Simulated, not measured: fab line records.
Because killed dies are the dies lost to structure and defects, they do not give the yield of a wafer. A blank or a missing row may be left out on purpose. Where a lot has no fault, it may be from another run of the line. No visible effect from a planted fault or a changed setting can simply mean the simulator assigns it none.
fab line records	flow n5-finfet
record lots=7	wafers=21
route steps=1938 shown BEOL_M1@755 BEOL_M2@879 BEOL_M4@1070 BEOL_M6@1233
start-h: the number of hours between the record's first day and the start of the first shown wafer of the lot	wait-h: hours since the lot's step before	" unchanged from the row above	L1.1+2: one row covering several wafers at once	- no value, or no start given	* or withheld: withheld	< > ~ a bound
route shown NAME@n: names a module that has steps shown in the file, with the first one's number in the route	usual: mean/standard deviation taken from wafers without a fault	same: alike in all rows	chamber/n: place in a boat	sites: each site's reading	_std_site: how widely they spread, as a standard deviation	_edge_site: outer sites' mean less inner sites'	radius-mm: for every site, how far away it sits from the centre of the wafer	mask NAME#n: copy n	behind: tool/chamber where the wafer was last shaped	hold: the reason the lot was held/the length of the hold in hours/how it ended	device: the transistor (n, p or np) that didn't switch	end of line: at the end of the route, the tests of the same wafers	step lacking rows: just its recipe	killed: dies lost to structure and defects at the first sort, not the wafer's yield	map: dies across one wafer; x = killed, . = not, _ = none there
set.NAME: the setting that was run; set.NAME@STEP: the one run at that earlier step	model.NAME: the simulator's own value behind a step, which no gauge read
one table per step and one row per wafer, for lots whose settings were changed on purpose
## steps
# step N5_BEOL_M1_COAT_61
# recipe resist=SOC	temp-c=250	time-s=60	spin-rpm=1500	resist-thk-nm=60
lot.wafer	tool	chamber	start-h	wait-h	set.spin-rpm	model.SOC_of_BEOL_M1_COAT_61.thk-nm
L077.1	litho-track-04	0	138.69	0.1	1614	57.8
L077.3	"	0	"	"	1614	57.6
L077.5	"	0	"	"	1500	60
L082.1	litho-track-02	0	172.71	0.1	1500	60.2
L082.3	"	0	"	"	1565	58.6
L082.5	"	0	"	"	1500	60
L087.2	litho-track-03	0	198.91	0.1	1333	63.8
L087.3	"	0	"	"	1333	63.6
L087.5	"	0	"	"	1500	60
L092.3	litho-track-03	0	228.03	0.1	1436	61.4
L092.4	"	0	"	"	1500	60.4
L092.6	"	0	"	"	1500	60.2
L094.1	litho-track-04	0	237.64	0.1	1500	60.2
L094.3+4	"	0	"	"	1500	60
L095.1+3	litho-track-04	0	249.43	0.1	1500	60.2
L095.2	"	0	"	"	1500	60.4
L097.3+4	litho-track-04	0	262.49	0.1	1500	60
L097.6	"	0	"	"	1500	60.2
# step N5_BEOL_M1_COAT_62
# recipe resist=SiARC	temp-c=220	time-s=60	spin-rpm=1500	resist-thk-nm=12
# step N5_BEOL_M1_COAT_73
# recipe resist=underlayer	temp-c=205	time-s=60	spin-rpm=1500	resist-thk-nm=5
# step N5_BEOL_M1_ETCH_74
# recipe chemistry=N2/H2	target=underlayer	target-depth-a=65	mask-material=CAR-EUV	time-s=5.2	ion-energy-ev=200	pressure-mtorr=30	source-w=840	bias-w=150	n2-flow-sccm=200	h2-flow-sccm=200	ends=cleared
# step N5_BEOL_M1_ETCH_63
# recipe chemistry=CF4	target=SiARC	target-depth-a=156	mask-material=CAR-EUV	time-s=26	ion-energy-ev=80	pressure-mtorr=40	source-w=545	bias-w=36	Ar_flow_sccm=100	cf4-flow-sccm=100	ends=cleared
# step N5_BEOL_M1_ETCH_64
# recipe chemistry=N2/H2	target=SOC	target-depth-a=750	overetch-a=150	mask-material=SiARC	temp-c=40	time-s=112.5	ion-energy-ev=200	pressure-mtorr=30	source-w=840	bias-w=150	n2-flow-sccm=200	h2-flow-sccm=200
lot.wafer	tool	chamber	start-h	wait-h	set.spin-rpm@BEOL_M1_COAT_61	model.etch.depth-nm
L077.1	rie-diel-05	1	139.28	0.0	1614	57.85
L077.3	"	2	"	"	1614	57.68
L077.5	"	1	"	"	1500	59.98
L082.1	rie-diel-02	3	173.30	0.0	1500	60.16
L082.3	"	0	"	"	1565	58.63
L082.5	"	1	"	"	1500	60
L087.2	rie-diel-05	2	199.50	0.0	1333	63.79
L087.3	"	1	"	"	1333	63.69
L087.5	"	3	"	"	1500	59.94
L092.3	rie-diel-05	1	228.50	0.0	1436	61.3
L092.4	"	0	"	"	1500	60.4
L092.6	"	1	"	"	1500	60.23
L094.1	rie-diel-05	1	238.24	0.0	1500	60.12
L094.3	"	3	"	"	1500	60.02
L094.4	"	0	"	"	1500	59.95
L095.1	rie-diel-05	3	250.02	0.0	1500	60.24
L095.2	"	2	"	"	1500	60.36
L095.3	"	1	"	"	1500	60.25
L097.3	rie-diel-02	0	262.95	0.0	1500	60.09
L097.4	"	2	"	"	1500	60.07
L097.6	"	0	"	"	1500	60.11
# step N5_BEOL_M1_STRIP_65
# recipe chemistry=N2/H2	temp-c=40	n2-flow-sccm=200	h2-flow-sccm=200	rf-frequency-hz=6e+07
# step N5_BEOL_M1_STRIP_75
# recipe chemistry=N2/H2	temp-c=40	n2-flow-sccm=200	h2-flow-sccm=200	rf-frequency-hz=6e+07
# step N5_BEOL_M1_STRIP_66
# recipe chemistry=CF4	resist=SiARC	power-w=300	bias-power-w=75	pressure-mtorr=50	cf4-flow-sccm=150	rf-frequency-hz=6e+07
# step N5_BEOL_M1_HM_OPEN_17
# recipe chemistry=Cl2/BCl3	target-depth-a=200	overetch-a=60	target=TiN	mask-material=SOC	ion-energy-ev=150	pressure-mtorr=10	icp-w=1000	bias-w=126	Cl2_flow_sccm=53.25	bcl3-flow-sccm=21.75	Ar_flow_sccm=25
lot.wafer	tool	chamber	start-h	wait-h	set.target-thk-a@BEOL_M1_HM_DEP_02	model.etch.depth-nm
L077.1	rie-metal-03	1	139.45	0.0	200	20.09
L077.3	"	1	"	"	185.7	18.76
L077.5	"	1	"	"	185.7	18.66
L082.1	rie-metal-02	0	173.47	0.0	219.8	22.4
L082.3	"	1	"	"	219.8	22.28
L082.5	"	1	"	"	200	20.37
L087.2	rie-metal-03	0	199.67	0.0	200	19.9
L087.3	"	0	"	"	200	19.97
L087.5	"	0	"	"	186.1	18.51
L092.3	rie-metal-01	0	228.70	0.1	200	20.15
L092.4	"	1	"	"	200	19.65
L092.6	"	1	"	"	226.1	22.49
L094.1	rie-metal-02	0	238.41	0.0	200	20.19
L094.3	"	0	"	"	200	20.07
L094.4	"	1	"	"	200	20.26
L095.1	rie-metal-01	1	250.19	0.0	176.8	17.44
L095.2	"	1	"	"	200	19.8
L095.3	"	1	"	"	200	19.86
L097.3	rie-metal-02	1	263.18	0.1	200	20.1
L097.4	"	1	"	"	182	18.26
L097.6	"	1	"	"	182	18.21
# step N5_BEOL_M1_ETCH_77
# recipe chemistry=N2/H2	target=underlayer	target-depth-a=65	mask-material=CAR-EUV	time-s=5.2	ion-energy-ev=200	pressure-mtorr=30	source-w=840	bias-w=150	n2-flow-sccm=200	h2-flow-sccm=200	ends=cleared
# usual etch-rf-on-time-s=5.16/0.095	rf-vpp-V=524.6/2
lot.wafer	tool	chamber	start-h	wait-h	set.source-w	etch-rf-on-time-s	rf-vpp-V
L077.1	rie-diel-01	1	140.22	0.0	747	5.83	544.9
L077.3	"	2	"	"	747	5.72	548.2
L077.5	"	2	"	"	840	5.20	527.6
L082.1	rie-diel-01	3	174.25	0.0	897.7	4.94	510.2
L082.3	"	1	"	"	897.7	5.02	510.2
L082.5	"	2	"	"	897.7	4.90	515.4
L087.2	rie-diel-02	1	200.58	0.0	840	5.10	522.0
L087.3	"	0	"	"	703.3	5.99	554.4
L087.5	"	1	"	"	840	5.14	524.6
L092.3	rie-diel-02	2	229.53	0.0	840	4.93	524.7
L092.4	"	0	"	"	840	5.20	525.2
L092.6	"	1	"	"	840	5.04	522.5
L094.1	rie-diel-05	1	239.19	0.0	840	5.17	525.0
L094.3	"	3	"	"	840	5.17	526.3
L094.4	"	2	"	"	840	5.20	524.8
L095.1	rie-diel-02	1	251.24	0.0	840	5.06	521.2
L095.2	"	3	"	"	897	4.87	512.2
L095.3	"	2	"	"	897	4.71	513.1
L097.3	rie-diel-01	3	264.06	0.0	767	5.59	536.3
L097.4	"	2	"	"	840	5.12	527.2
L097.6	"	1	"	"	767	5.50	539.3
# step N5_BEOL_M1_TRENCH_ETCH_37
# recipe chemistry=C4F6/O2	target-depth-a=552.07	target=SiOC	time-s=29	ion-energy-ev=250	pressure-mtorr=30	source-w=355	bias-w=185	Ar_flow_sccm=300	C4F6_flow_sccm=10	O2_flow_sccm=10
# usual rf-vpp-V=668/5.9
lot.wafer	tool	chamber	start-h	wait-h	set.bias-w	rf-vpp-V	model.etch.depth-nm
L077.1	rie-diel-05	0	-	-	185	661	56.55
L077.3	"	2	"	"	185	674	55.48
L077.5	"	3	"	"	152.6	573	51.7
L082.1	rie-diel-05	0	-	-	185	661	56.72
L082.3	"	1	"	"	185	664	55.5
L082.5	"	2	"	"	185	675	55.61
L087.2	rie-diel-01	3	-	-	163.1	605	52.86
L087.3	"	1	"	"	185	659	54.61
L087.5	"	3	"	"	185	668	55.28
L092.3	rie-diel-02	1	-	-	185	666	56.36
L092.4	"	3	"	"	185	666	55.26
L092.6	"	2	"	"	185	667	57.38
L094.1	rie-diel-05	3	-	-	185	668	54.74
L094.3	"	2	"	"	185	675	55.17
L094.4	"	1	"	"	185	664	55.5
L095.1	rie-diel-01	0	-	-	185	671	55.81
L095.2	"	1	"	"	185	659	55.1
L095.3	"	3	"	"	185	667	55.14
L097.3	rie-diel-01	3	-	-	213.5	747	58.27
L097.4	"	1	"	"	185	660	55.86
L097.6	"	3	"	"	213.5	748	57.46
# step N5_BEOL_M2_DESCUM_33
# recipe chemistry=O2	time-s=7	source-power-w=50	bias-power-w=20	pressure-mtorr=20	rf-frequency-hz=2.712e+07	temp-c=40	resist=CAR-EUV	o2-flow-sccm=225
lot.wafer	tool	chamber	start-h	wait-h	set.time-s	model.CAR-EUV_of_BEOL_M2_COAT_22.thk-nm
L077.1+5	rie-diel-04	3,0	157.54	0.0	6.437	26.4
L077.3	"	0	"	"	7	26.2
L082.1+3+5	rie-diel-03	0,1,3	183.37	0.0	7	26.2
L087.2+5	rie-diel-06	0,2	212.95	0.3	7	26
L087.3	"	3	"	"	5.492	26.8
L092.3	rie-diel-06	1	237.60	0.0	7.889	25.8
L092.4+6	"	2,1	"	"	7.889	25.6
L094.1+4	rie-diel-06	0,3	250.66	0.0	7	26
L094.3	"	2	"	"	7	26.2
L095.1	rie-diel-06	1	264.50	0.0	7	26
L095.2+3	"	2,3	"	"	5.889	26.6
L097.3+4+6	rie-diel-04	3,2,3	272.54	0.0	7	26
# step N5_BEOL_M2_ETCH_77
# recipe chemistry=N2/H2	target=underlayer	target-depth-a=65	mask-material=CAR-EUV	time-s=5.2	ion-energy-ev=200	pressure-mtorr=30	source-w=840	bias-w=150	n2-flow-sccm=200	h2-flow-sccm=200	ends=cleared
lot.wafer	tool	chamber	start-h	wait-h	set.time-s@BEOL_M2_DESCUM_33	model.CAR-EUV_of_BEOL_M2_COAT_22.thk-nm
L077.1+5	rie-diel-04	3,0	157.57	0.0	6.437	20.6
L077.3	"	0	"	"	7	20.4
L082.1+5	rie-diel-03	0,3	183.41	0.0	7	20.4
L082.3	"	1	"	"	7	20.6
L087.2+5	rie-diel-06	0,2	212.98	0.0	7	20.4
L087.3	"	3	"	"	5.492	21.2
L092.3+4	rie-diel-06	1,2	237.64	0.0	7.889	20
L092.6	"	1	"	"	7.889	19.8
L094.1+4	rie-diel-06	0,3	250.70	0.0	7	20.2
L094.3	"	2	"	"	7	20.4
L095.1	rie-diel-06	1	264.53	0.0	7	20.4
L095.2	"	2	"	"	5.889	20.8
L095.3	"	3	"	"	5.889	21
L097.3+4+6	rie-diel-04	3,2,3	272.58	0.0	7	20.2
# step N5_BEOL_M2_ETCH_69
# recipe chemistry=CF4	target=SiARC	target-depth-a=156	mask-material=CAR-EUV	time-s=26	ion-energy-ev=80	pressure-mtorr=40	source-w=545	bias-w=36	Ar_flow_sccm=100	cf4-flow-sccm=100	ends=cleared
lot.wafer	tool	chamber	start-h	wait-h	set.time-s@BEOL_M2_DESCUM_33	model.CAR-EUV_of_BEOL_M2_COAT_22.thk-nm
L077.1+5	rie-diel-04	3,0	157.59	0.0	6.437	11.4
L077.3	"	0	"	"	7	11.2
L082.1+5	rie-diel-03	0,3	183.42	0.0	7	11.2
L082.3	"	1	"	"	7	11.4
L087.2+5	rie-diel-06	0,2	213.00	0.0	7	11.2
L087.3	"	3	"	"	5.492	12
L092.3+4	rie-diel-06	1,2	237.65	0.0	7.889	10.8
L092.6	"	1	"	"	7.889	10.6
L094.1+4	rie-diel-06	0,3	250.72	0.0	7	11
L094.3	"	2	"	"	7	11.2
L095.1	rie-diel-06	1	264.55	0.0	7	11
L095.2	"	2	"	"	5.889	11.6
L095.3	"	3	"	"	5.889	11.8
L097.3+4+6	rie-diel-04	3,2,3	272.59	0.0	7	11
# step N5_BEOL_M2_TRENCH_ETCH_37
# recipe chemistry=C4F6/O2	target-depth-a=555.55	target=SiOC	time-s=29.2	ion-energy-ev=250	pressure-mtorr=30	source-w=355	bias-w=185	Ar_flow_sccm=300	C4F6_flow_sccm=10	O2_flow_sccm=10
# usual rf-vpp-V=666/6
lot.wafer	tool	chamber	start-h	wait-h	set.bias-w	rf-vpp-V	model.BEOL_M2.feature-depth-nm	model.etch.depth-nm
L077.1	rie-diel-04	2	-	-	207.1	729	57.8	57.86
L077.3	"	0	"	"	185	666	56	55.98
L077.5	"	0	"	"	185	666	56	56.1
L082.1	rie-diel-04	0	-	-	185	668	56.6	56.53
L082.3	"	2	"	"	185	667	55.6	55.54
L082.5	"	2	"	"	185	665	55.8	55.81
L087.2	rie-diel-06	2	-	-	185	663	55.4	55.44
L087.3	"	1	"	"	167.1	606	54.4	54.47
L087.5	"	1	"	"	185	657	56.4	56.42
L092.3	rie-diel-06	1	-	-	185	657	56.6	56.52
L092.4	"	2	"	"	185	664	56.2	56.2
L092.6	"	1	"	"	185	657	56	55.92
L094.1	rie-diel-04	0	-	-	185	666	55	55.07
L094.3	"	1	"	"	185	667	55.8	55.89
L094.4	"	2	"	"	185	666	55.4	55.47
L095.1	rie-diel-04	0	-	-	161.5	596	53.2	53.27
L095.2	"	3	"	"	161.5	597	53.8	53.76
L095.3	"	1	"	"	185	666	56	55.93
L097.3	rie-diel-03	1	-	-	185	672	54.8	54.72
L097.4	"	3	"	"	185	671	55.2	55.13
L097.6	"	1	"	"	185	674	55	54.98
# step N5_BEOL_M2_ETCH_41
# recipe chemistry=CH3F/O2	target=SiCN	target-depth-a=299	taper-deg=2	time-s=52.5	ion-energy-ev=120	mask-material=TiN	pressure-mtorr=30	source-w=395	bias-w=75	Ar_flow_sccm=150	CH3F_flow_sccm=30	O2_flow_sccm=20
# step N5_BEOL_M2_STRIP_97
# recipe chemistry=N2/H2	time-s=10	power-w=450	temp-c=40	pressure-mtorr=20	rf-frequency-hz=6e+07	bias-power-w=7	n2-flow-sccm=200	h2-flow-sccm=200
# step N5_BEOL_M2_OCD_MEAS_38
# usual trench-depth-nm=55.7/0.82
lot.wafer	tool	chamber	start-h	wait-h	set.bias-w@BEOL_M2_TRENCH_ETCH_37	trench-depth-nm
L077.1	ocd-02	-	159.13	-	207.1	57.5
L077.3	"	-	"	"	185	55.8
L077.5	"	-	"	"	185	56.1
L082.1	ocd-02	-	187.91	-	185	56.3
L082.3	"	-	"	"	185	55.5
L082.5	"	-	"	"	185	55.5
L087.2	ocd-01	-	225.48	-	185	55.7
L087.3	"	-	"	"	167.1	54.6
L087.5	"	-	"	"	185	56.3
L092.3	ocd-01	-	241.16	-	185	56.8
L092.4	"	-	"	"	185	55.9
L092.6	"	-	"	"	185	56.3
L094.1	ocd-01	-	254.10	-	185	55.4
L094.3	"	-	"	"	185	55.4
L094.4	"	-	"	"	185	55.3
L095.1	ocd-01	-	276.21	-	161.5	52.6
L095.2	"	-	"	"	161.5	53.9
L095.3	"	-	"	"	185	55.8
L097.3	ocd-02	-	282.29	-	185	54.5
L097.4	"	-	"	"	185	55.3
L097.6	"	-	"	"	185	55.3
# step N5_BEOL_M4_TRENCH_ETCH_37
# recipe chemistry=C4F6/O2	target-depth-a=555.55	target=SiOC	time-s=29.2	ion-energy-ev=250	pressure-mtorr=30	source-w=355	bias-w=185	Ar_flow_sccm=300	C4F6_flow_sccm=10	O2_flow_sccm=10
# usual rf-vpp-V=666/7.6
lot.wafer	tool	chamber	start-h	wait-h	set.source-w	rf-vpp-V	model.BEOL_M4.feature-depth-nm	model.etch.depth-nm
L077.1	rie-diel-06	3	-	-	355	673	54.4	54.43
L077.3	"	1	"	"	355	656	55.4	55.34
L077.5	"	0	"	"	355	655	54.2	54.17
L082.1	rie-diel-04	3	-	-	355	664	56.4	56.45
L082.3	"	0	"	"	355	666	55.4	55.5
L082.5	"	1	"	"	399.8	629	59	58.96
L087.2	rie-diel-03	0	-	-	301.4	712	51.6	51.62
L087.3	"	3	"	"	355	671	55.4	55.4
L087.5	"	1	"	"	355	673	55	54.98
L092.3	rie-diel-03	3	-	-	316.6	713	53	53.1
L092.4	"	0	"	"	316.6	696	52.2	52.19
L092.6	"	3	"	"	355	672	55.4	55.33
L094.1	rie-diel-04	3	-	-	355	663	55.6	55.65
L094.3	"	1	"	"	355	668	55.4	55.35
L094.4	"	0	"	"	355	664	55	55
L095.1	rie-diel-03	2	-	-	322.8	713	52	52.06
L095.2	"	1	"	"	322.8	706	53.2	53.11
L095.3	"	0	"	"	355	654	54.4	54.43
L097.3	rie-diel-03	0	-	-	355	655	54.4	54.32
L097.4	"	3	"	"	355	673	55.2	55.3
L097.6	"	3	"	"	355	672	55.2	55.29
# step N5_BEOL_M4_ETCH_41
# recipe chemistry=CH3F/O2	target=SiCN	target-depth-a=299	taper-deg=2	time-s=52.5	ion-energy-ev=120	mask-material=TiN	pressure-mtorr=30	source-w=395	bias-w=75	Ar_flow_sccm=150	CH3F_flow_sccm=30	O2_flow_sccm=20
# step N5_BEOL_M4_STRIP_97
# recipe chemistry=N2/H2	time-s=10	power-w=450	temp-c=40	pressure-mtorr=20	rf-frequency-hz=6e+07	bias-power-w=7	n2-flow-sccm=200	h2-flow-sccm=200
# step N5_BEOL_M4_OCD_MEAS_38
# usual trench-depth-nm=55.4/0.85
lot.wafer	tool	chamber	start-h	wait-h	set.source-w@BEOL_M4_TRENCH_ETCH_37	trench-depth-nm
L077.1	ocd-02	-	181.87	-	355	53.9
L077.3	"	-	"	"	355	55.8
L077.5	"	-	"	"	355	54.3
L082.1	ocd-01	-	207.91	-	355	56.3
L082.3	"	-	"	"	355	56.0
L082.5	"	-	"	"	399.8	58.7
L087.2	ocd-01	-	250.69	-	301.4	51.8
L087.3	"	-	"	"	355	55.6
L087.5	"	-	"	"	355	54.7
L092.3	ocd-01	-	258.03	-	316.6	52.8
L092.4	"	-	"	"	316.6	52.8
L092.6	"	-	"	"	355	55.3
L094.1	ocd-01	-	282.25	-	355	55.8
L094.3	"	-	"	"	355	56.0
L094.4	"	-	"	"	355	55.3
L095.1	ocd-01	-	299.24	-	322.8	51.5
L095.2	"	-	"	"	322.8	53.6
L095.3	"	-	"	"	355	55.1
L097.3	ocd-02	-	301.98	-	355	54.3
L097.4	"	-	"	"	355	55.3
L097.6	"	-	"	"	355	55.1
# step N5_BEOL_M6_ETCH_66
# recipe chemistry=N2/H2	target=SOC	target-depth-a=800	overetch-a=160	mask-material=SiARC	temp-c=40	time-s=120	ion-energy-ev=200	pressure-mtorr=30	source-w=840	bias-w=150	n2-flow-sccm=200	h2-flow-sccm=200
# usual rf-vpp-V=524.7/2.4
lot.wafer	tool	chamber	start-h	wait-h	set.bias-w	rf-vpp-V	model.SiARC_of_BEOL_M6_COAT_64.thk-nm
L077.1	rie-diel-06	2	200.43	0.0	150	523.3	6.4
L077.3	"	1	"	"	150	521.6	6.4
L077.5	"	0	"	"	150	522.4	6.6
L082.1	rie-diel-03	1	231.27	0.0	150	523.0	6.4
L082.3	"	2	"	"	150	526.6	6.4
L082.5	"	2	"	"	150	527.9	6.4
L087.2	rie-diel-03	2	272.20	0.0	162.7	556.7	5.8
L087.3	"	1	"	"	150	522.9	6.4
L087.5	"	2	"	"	162.7	556.4	5.8
L092.3	rie-diel-04	2	279.69	0.0	168.6	564.5	5.4
L092.4	"	3	"	"	150	525.8	6.2
L092.6	"	3	"	"	168.6	566.5	5.4
L094.1	rie-diel-04	1	301.70	0.0	150	524.7	6.4
L094.3	"	3	"	"	150	526.8	6.4
L094.4	"	2	"	"	150	523.5	6.4
L095.1	rie-diel-06	3	331.21	0.0	140.9	504.6	6.6
L095.2	"	0	"	"	150	522.2	6.6
L095.3	"	1	"	"	150	521.5	6.4
L097.3	rie-diel-03	0	335.77	0.1	165.3	555.1	5.8
L097.4	"	2	"	"	150	527.4	6.4
L097.6	"	2	"	"	150	528.7	6.4
## key
split step=N5_BEOL_M1_COAT_61	setting=spin-rpm	stated=1500	by=wafer
response step=N5_BEOL_M1_COAT_61	reading=model.SOC_of_BEOL_M1_COAT_61.thk-nm	change=-0.319	per=1%	r=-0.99
response step=N5_BEOL_M1_ETCH_64	reading=model.etch.depth-nm	change=-0.318	per=1%	r=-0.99
split step=N5_BEOL_M1_ETCH_77	setting=source-w	stated=840	by=wafer
response step=N5_BEOL_M1_ETCH_77	reading=etch-rf-on-time-s	change=*	per=1%	r=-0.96
response step=N5_BEOL_M1_ETCH_77	reading=rf-vpp-V	change=-1.7	per=1%	r=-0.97
split step=N5_BEOL_M1_TRENCH_ETCH_37	setting=bias-w	stated=185	by=wafer
response step=N5_BEOL_M1_TRENCH_ETCH_37	reading=rf-vpp-V	change=+5.41	per=1%	r=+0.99
response step=N5_BEOL_M1_TRENCH_ETCH_37	reading=model.etch.depth-nm	change=+0.191	per=1%	r=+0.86
split step=N5_BEOL_M2_DESCUM_33	setting=time-s	stated=7	by=wafer
response step=N5_BEOL_M2_DESCUM_33	reading=model.CAR-EUV_of_BEOL_M2_COAT_22.thk-nm	change=-0.0363	per=1%	r=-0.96
response step=N5_BEOL_M2_ETCH_77	reading=model.CAR-EUV_of_BEOL_M2_COAT_22.thk-nm	change=-0.0343	per=1%	r=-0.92
response step=N5_BEOL_M2_ETCH_69	reading=model.CAR-EUV_of_BEOL_M2_COAT_22.thk-nm	change=-0.0384	per=1%	r=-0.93
split step=N5_BEOL_M2_TRENCH_ETCH_37	setting=bias-w	stated=185	by=wafer
response step=N5_BEOL_M2_TRENCH_ETCH_37	reading=rf-vpp-V	change=+5.43	per=1%	r=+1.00
response step=N5_BEOL_M2_TRENCH_ETCH_37	reading=model.BEOL_M2.feature-depth-nm	change=+0.17	per=1%	r=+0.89
response step=N5_BEOL_M2_TRENCH_ETCH_37	reading=model.etch.depth-nm	change=+0.167	per=1%	r=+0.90
response step=N5_BEOL_M2_OCD_MEAS_38	reading=trench-depth-nm	change=+0.162	per=1%	r=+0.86
split step=N5_BEOL_M4_TRENCH_ETCH_37	setting=source-w	stated=355	by=wafer
response step=N5_BEOL_M4_TRENCH_ETCH_37	reading=rf-vpp-V	change=-3.28	per=1%	r=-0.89
response step=N5_BEOL_M4_TRENCH_ETCH_37	reading=model.BEOL_M4.feature-depth-nm	change=+0.239	per=1%	r=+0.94
response step=N5_BEOL_M4_TRENCH_ETCH_37	reading=model.etch.depth-nm	change=+0.234	per=1%	r=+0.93
response step=N5_BEOL_M4_OCD_MEAS_38	reading=trench-depth-nm	change=+0.226	per=1%	r=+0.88
split step=N5_BEOL_M6_ETCH_66	setting=bias-w	stated=150	by=wafer
response step=N5_BEOL_M6_ETCH_66	reading=rf-vpp-V	change=+3.16	per=1%	r=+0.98
response step=N5_BEOL_M6_ETCH_66	reading=model.SiARC_of_BEOL_M6_COAT_64.thk-nm	change=-0.0593	per=1%	r=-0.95
split outside-this-file step=N5_BEOL_M1_HM_DEP_02 setting=target-thk-a
# split outside-this-file: this setting was split too, and the file shows its column; the key of that split is in another file
